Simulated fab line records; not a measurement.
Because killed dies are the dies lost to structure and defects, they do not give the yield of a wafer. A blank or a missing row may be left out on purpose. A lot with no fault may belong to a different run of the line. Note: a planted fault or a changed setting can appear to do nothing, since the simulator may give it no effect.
Which of the tools did it? / flow nand_harc / 11 lots, 33 wafers sampled, at 5 steps of a route of 1159

== WHAT EACH GAUGE READ, for each wafer ==
NHARC_A_BONDPAD_CD_MEAS_13.
lot=L465; measured=day 19 06:41; on=cd_sem-03; cd_nm (nm)=497.3 500.6 497.3
lot=L467; measured=day 20 02:04; on=cd_sem-02; cd_nm (nm)=496.2 501.2 498.2
lot=L466; measured=day 20 02:29; on=cd_sem-01; cd_nm (nm)=497.3 496.7 497.9
lot=L468; measured=day 20 12:20; on=cd_sem-01; cd_nm (nm)=499.9 499.0 500.4
lot=L469; measured=day 20 16:02; on=cd_sem-02; cd_nm (nm)=496.0 499.2 500.8
lot=L472; measured=day 21 07:38; on=cd_sem-02; cd_nm (nm)=501.6 502.1 502.2
lot=L471; measured=day 21 12:22; on=cd_sem-02; cd_nm (nm)=499.2 499.6 495.8
lot=L474; measured=day 22 08:05; on=cd_sem-01; cd_nm (nm)=495.7 496.2 495.1
lot=L480; measured=day 23 10:49; on=cd_sem-01; cd_nm (nm)=500.8 500.4 500.7
lot=L481; measured=day 23 11:29; on=cd_sem-01; cd_nm (nm)=492.2 495.3 495.4
lot=L482; measured=day 23 21:24; on=cd_sem-02; cd_nm (nm)=503.2 501.3 498.5

NHARC_END_SORT_01.
lot=L472; measured=day 22 14:23; on=prober-01; defect_limited_yield (%)=0 0 0; killed_at_array=675 671 675; killed_at_other=1 0 0; killed_at_periphery=1 6 2; killed_dies=677 677 677; killed_open=1 5 0; killed_short=2 2 4; sort_bin_2_pct (%)=97.3 96.9 97.5; sort_bin_3_pct (%)=0.59 0.30 0; sort_bin_4_pct (%)=2.1 2.8 2.5; sort_n_pass=0 0 0; sort_rim_yield_pct (%)=0 0 0; sort_yield_pct (%)=0 0 0
lot=L471; measured=day 22 22:05; on=prober-02; defect_limited_yield (%)=0 0 0; killed_at_array=671 676 674; killed_at_other=1 0 0; killed_at_periphery=5 1 3; killed_dies=677 677 677; killed_open=1 4 6; killed_short=6 0 4; sort_bin_2_pct (%)=96.6 96.2 94.7; sort_bin_3_pct (%)=0.15 0.44 0.30; sort_bin_4_pct (%)=3.2 3.4 5.0; sort_n_pass=0 0 0; sort_rim_yield_pct (%)=0 0 0; sort_yield_pct (%)=0 0 0
lot=L474; measured=day 23 17:41; on=prober-02; defect_limited_yield (%)=0 0 0; killed_at_array=675 674 674; killed_at_other=0 0 0; killed_at_periphery=2 3 3; killed_dies=677 677 677; killed_open=2 2 1; killed_short=2 3 1; sort_bin_2_pct (%)=98.5 97.5 98.5; sort_bin_3_pct (%)=0.15 0.30 0.30; sort_bin_4_pct (%)=1.3 2.2 1.2; sort_n_pass=0 0 0; sort_rim_yield_pct (%)=0 0 0; sort_yield_pct (%)=0 0 0

== WHICH TOOL RAN EACH LOT (tool, then ch and the chambers of the sampled wafers, then the start) ==
lot=L465; NHARC_A_M1_STRIP_18=rie_diel-08 ch 0,1, day 19 01:47; NHARC_A_M1_ANNEAL_31=rtp_anneal-02 ch 0, day 19 03:13; NHARC_A_BONDPAD_ETCH_34=rie_diel-02 ch 2,3, day 19 06:27
lot=L467; NHARC_A_M1_STRIP_18=rie_diel-04 ch 0,2,3, day 19 21:20; NHARC_A_M1_ANNEAL_31=rtp_anneal-02 ch 0, day 19 22:47; NHARC_A_BONDPAD_ETCH_34=rie_diel-05 ch 0,1,2, day 20 01:50
lot=L466; NHARC_A_M1_STRIP_18=rie_diel-08 ch 1,2, day 19 21:35; NHARC_A_M1_ANNEAL_31=rtp_anneal-01 ch 0, day 19 23:02; NHARC_A_BONDPAD_ETCH_34=rie_diel-02 ch 0,1,2, day 20 02:16
lot=L468; NHARC_A_M1_STRIP_18=rie_diel-04 ch 1,3, day 20 07:28; NHARC_A_M1_ANNEAL_31=rtp_anneal-01 ch 0, day 20 08:58; NHARC_A_BONDPAD_ETCH_34=rie_diel-07 ch 0,2, day 20 12:06
lot=L469; NHARC_A_M1_STRIP_18=rie_diel-13 ch 0,1,2, day 20 11:16; NHARC_A_M1_ANNEAL_31=rtp_anneal-02 ch 0, day 20 12:34; NHARC_A_BONDPAD_ETCH_34=rie_diel-02 ch 2,3, day 20 15:47
lot=L472; NHARC_A_M1_STRIP_18=rie_diel-13 ch 0,1, day 21 02:29; NHARC_A_M1_ANNEAL_31=rtp_anneal-01 ch 0, day 21 04:00; NHARC_A_BONDPAD_ETCH_34=rie_diel-07 ch 0,1,2, day 21 07:24
lot=L471; NHARC_A_M1_STRIP_18=rie_diel-04 ch 0,1, day 21 07:34; NHARC_A_M1_ANNEAL_31=rtp_anneal-01 ch 0, day 21 09:03; NHARC_A_BONDPAD_ETCH_34=rie_diel-02 ch 1,2,3, day 21 12:07
lot=L474; NHARC_A_M1_STRIP_18=rie_diel-08 ch 1,3, day 22 03:10; NHARC_A_M1_ANNEAL_31=rtp_anneal-02 ch 0, day 22 04:40; NHARC_A_BONDPAD_ETCH_34=rie_diel-05 ch 1,2,3, day 22 07:47
lot=L480; NHARC_A_M1_STRIP_18=rie_diel-04 ch 0,2,3, day 23 05:14; NHARC_A_M1_ANNEAL_31=rtp_anneal-01 ch 0, day 23 07:34; NHARC_A_BONDPAD_ETCH_34=rie_diel-02 ch 2,3, day 23 10:35
lot=L481; NHARC_A_M1_STRIP_18=rie_diel-04 ch 1,2,3, day 23 06:19; NHARC_A_M1_ANNEAL_31=rtp_anneal-01 ch 0, day 23 08:08; NHARC_A_BONDPAD_ETCH_34=rie_diel-05 ch 1,2,3, day 23 11:14
lot=L482; NHARC_A_M1_STRIP_18=rie_diel-04 ch 0,2,3, day 23 16:17; NHARC_A_M1_ANNEAL_31=rtp_anneal-02 ch 0, day 23 17:47; NHARC_A_BONDPAD_ETCH_34=rie_diel-02 ch 0,2,3, day 23 21:11
- NHARC_A_M1_STRIP_18: strips in N2/H2.
- NHARC_A_M1_ANNEAL_31: time 90 s.
- NHARC_A_BONDPAD_ETCH_34: etches the open film in N2/H2, target depth 60 nm, overetch 18 nm, time 65.91 s.

== AS READ BY THE TOOLS THEMSELVES (means over the sampled wafers that have a number; for cases with no such wafer, the mark the record gives instead) ==
NHARC_A_M1_STRIP_18.
lot=L465; tool=rie_diel-08; drypump_motor_current_A (A)=5.1; oes_product_au (a.u.)=1.012; rf_fwd_power_W (W)=1002; rf_vpp_V (V)=91.4; showerhead_plenum_p_Torr (Torr)=2.15; throttle_valve_pct (%)=14.173
lot=L467; tool=rie_diel-04; drypump_motor_current_A (A)=5.4; oes_product_au (a.u.)=1.016; rf_fwd_power_W (W)=997; rf_vpp_V (V)=91.2; showerhead_plenum_p_Torr (Torr)=2.13; throttle_valve_pct (%)=14.166
lot=L466; tool=rie_diel-08; drypump_motor_current_A (A)=6.2; oes_product_au (a.u.)=1.002; rf_fwd_power_W (W)=998; rf_vpp_V (V)=91.2; showerhead_plenum_p_Torr (Torr)=2.11; throttle_valve_pct (%)=14.173
lot=L468; tool=rie_diel-04; drypump_motor_current_A (A)=5.8; oes_product_au (a.u.)=0.983; rf_fwd_power_W (W)=998; rf_vpp_V (V)=91.5; showerhead_plenum_p_Torr (Torr)=2.10; throttle_valve_pct (%)=14.175
lot=L469; tool=rie_diel-13; drypump_motor_current_A (A)=5.7; oes_product_au (a.u.)=1.011; rf_fwd_power_W (W)=997; rf_vpp_V (V)=91.0; showerhead_plenum_p_Torr (Torr)=2.06; throttle_valve_pct (%)=14.160
lot=L472; tool=rie_diel-13; drypump_motor_current_A (A)=6.1; oes_product_au (a.u.)=1.007; rf_fwd_power_W (W)=997; rf_vpp_V (V)=89.9; showerhead_plenum_p_Torr (Torr)=2.04; throttle_valve_pct (%)=14.162
lot=L471; tool=rie_diel-04; drypump_motor_current_A (A)=5.7; oes_product_au (a.u.)=0.983; rf_fwd_power_W (W)=1000; rf_vpp_V (V)=91.2; showerhead_plenum_p_Torr (Torr)=2.17; throttle_valve_pct (%)=14.165
lot=L474; tool=rie_diel-08; drypump_motor_current_A (A)=5.6; oes_product_au (a.u.)=1.010; rf_fwd_power_W (W)=996; rf_vpp_V (V)=90.5; showerhead_plenum_p_Torr (Torr)=2.13; throttle_valve_pct (%)=14.159
lot=L480; tool=rie_diel-04; drypump_motor_current_A (A)=5.4; oes_product_au (a.u.)=1.001; rf_fwd_power_W (W)=997; rf_vpp_V (V)=90.5; showerhead_plenum_p_Torr (Torr)=2.13; throttle_valve_pct (%)=14.174
lot=L481; tool=rie_diel-04; drypump_motor_current_A (A)=5.6; oes_product_au (a.u.)=0.986; rf_fwd_power_W (W)=994; rf_vpp_V (V)=90.7; showerhead_plenum_p_Torr (Torr)=2.11; throttle_valve_pct (%)=14.172
lot=L482; tool=rie_diel-04; drypump_motor_current_A (A)=5.4; oes_product_au (a.u.)=0.992; rf_fwd_power_W (W)=996; rf_vpp_V (V)=91.4; showerhead_plenum_p_Torr (Torr)=2.13; throttle_valve_pct (%)=14.171

NHARC_A_M1_ANNEAL_31.
lot=L465 tool=rtp_anneal-02 wafer_temp_C_max=225.8
lot=L467 tool=rtp_anneal-02 wafer_temp_C_max=225.9
lot=L466 tool=rtp_anneal-01 wafer_temp_C_max=226.3
lot=L468 tool=rtp_anneal-01 wafer_temp_C_max=226.5
lot=L469 tool=rtp_anneal-02 wafer_temp_C_max=225.6
lot=L472 tool=rtp_anneal-01 wafer_temp_C_max=226.2
lot=L471 tool=rtp_anneal-01 wafer_temp_C_max=225.8
lot=L474 tool=rtp_anneal-02 wafer_temp_C_max=225.6
lot=L480 tool=rtp_anneal-01 wafer_temp_C_max=225.9
lot=L481 tool=rtp_anneal-01 wafer_temp_C_max=226.2
lot=L482 tool=rtp_anneal-02 wafer_temp_C_max=225.8

NHARC_A_BONDPAD_ETCH_34.
lot=L465; tool=rie_diel-02; bias_w (W)=149.5; chamber_pressure_mTorr (mTorr)=30.031; drypump_motor_current_A (A)=5.6; oes_product_au (a.u.)=1.023; rf_fwd_power_W (W)=397.7; rf_vpp_V (V)=435; showerhead_plenum_p_Torr (Torr)=2.21; throttle_valve_pct (%)=14.177
lot=L467; tool=rie_diel-05; bias_w (W)=150.2; chamber_pressure_mTorr (mTorr)=29.969; drypump_motor_current_A (A)=5.5; oes_product_au (a.u.)=1.007; rf_fwd_power_W (W)=395.8; rf_vpp_V (V)=428; showerhead_plenum_p_Torr (Torr)=1.94; throttle_valve_pct (%)=14.180
lot=L466; tool=rie_diel-02; bias_w (W)=150.5; chamber_pressure_mTorr (mTorr)=29.979; drypump_motor_current_A (A)=5.8; oes_product_au (a.u.)=1.008; rf_fwd_power_W (W)=396.1; rf_vpp_V (V)=432; showerhead_plenum_p_Torr (Torr)=2.09; throttle_valve_pct (%)=14.169
lot=L468; tool=rie_diel-07; bias_w (W)=150.1; chamber_pressure_mTorr (mTorr)=29.998; drypump_motor_current_A (A)=5.8; oes_product_au (a.u.)=1.016; rf_fwd_power_W (W)=395.7; rf_vpp_V (V)=434; showerhead_plenum_p_Torr (Torr)=2.14; throttle_valve_pct (%)=14.164
lot=L469; tool=rie_diel-02; bias_w (W)=150.0; chamber_pressure_mTorr (mTorr)=29.980; drypump_motor_current_A (A)=5.5; oes_product_au (a.u.)=1.023; rf_fwd_power_W (W)=397.4; rf_vpp_V (V)=435; showerhead_plenum_p_Torr (Torr)=2.21; throttle_valve_pct (%)=14.170
lot=L472; tool=rie_diel-07; bias_w (W)=-; chamber_pressure_mTorr (mTorr)=-; drypump_motor_current_A (A)=-; oes_product_au (a.u.)=-; rf_fwd_power_W (W)=-; rf_vpp_V (V)=-; showerhead_plenum_p_Torr (Torr)=-; throttle_valve_pct (%)=-
lot=L471; tool=rie_diel-02; bias_w (W)=-; chamber_pressure_mTorr (mTorr)=-; drypump_motor_current_A (A)=-; oes_product_au (a.u.)=-; rf_fwd_power_W (W)=-; rf_vpp_V (V)=-; showerhead_plenum_p_Torr (Torr)=-; throttle_valve_pct (%)=-
lot=L474; tool=rie_diel-05; bias_w (W)=-; chamber_pressure_mTorr (mTorr)=-; drypump_motor_current_A (A)=-; oes_product_au (a.u.)=-; rf_fwd_power_W (W)=-; rf_vpp_V (V)=-; showerhead_plenum_p_Torr (Torr)=-; throttle_valve_pct (%)=-
lot=L480; tool=rie_diel-02; bias_w (W)=150.0; chamber_pressure_mTorr (mTorr)=30.000; drypump_motor_current_A (A)=5.4; oes_product_au (a.u.)=1.006; rf_fwd_power_W (W)=397.9; rf_vpp_V (V)=434; showerhead_plenum_p_Torr (Torr)=2.20; throttle_valve_pct (%)=14.173
lot=L481; tool=rie_diel-05; bias_w (W)=149.7; chamber_pressure_mTorr (mTorr)=29.999; drypump_motor_current_A (A)=5.5; oes_product_au (a.u.)=0.983; rf_fwd_power_W (W)=395.9; rf_vpp_V (V)=428; showerhead_plenum_p_Torr (Torr)=1.95; throttle_valve_pct (%)=14.164
lot=L482; tool=rie_diel-02; bias_w (W)=150.1; chamber_pressure_mTorr (mTorr)=29.984; drypump_motor_current_A (A)=5.3; oes_product_au (a.u.)=1.004; rf_fwd_power_W (W)=396.3; rf_vpp_V (V)=431; showerhead_plenum_p_Torr (Torr)=2.12; throttle_valve_pct (%)=14.171

== THE ANSWER, worked out from the rows above alone ==
Rule: the usual values come from the lots themselves. The widest of any qualifying gaps counts: lots, ordered by their means at a reading, are off when they make up no more than a third of the lots, leave a main group of 4 or more, and stand apart from it by 3 or more times the standard deviation of that group's means. A main group is skipped when, at the precision printed for the reading in the tables above, its means are all equal. A lot without any number at a reading at which 4 lots or more have one is off too. The other lots that the step has rows for count as sound. After the gauges, taken in route order, come the tools' own readings; for these a lot's mean is taken, as printed above. The first step at which some lot is off is used, and at that step the reading that is off furthest; a lot without a number counts as furthest.
Off: L472, L471, L474 (NHARC_A_BONDPAD_ETCH_34, bias_w). Without a number there: L472, L471, L474. The main group: mean 150.0 W, standard deviation 0.28.
A tool fits if, at that step or a process step before it, it ran every lot that is off, and no sound lot after the first of them. No candidate that was tried fits.

== WHAT THE SIMULATOR HAD PUT IN ==
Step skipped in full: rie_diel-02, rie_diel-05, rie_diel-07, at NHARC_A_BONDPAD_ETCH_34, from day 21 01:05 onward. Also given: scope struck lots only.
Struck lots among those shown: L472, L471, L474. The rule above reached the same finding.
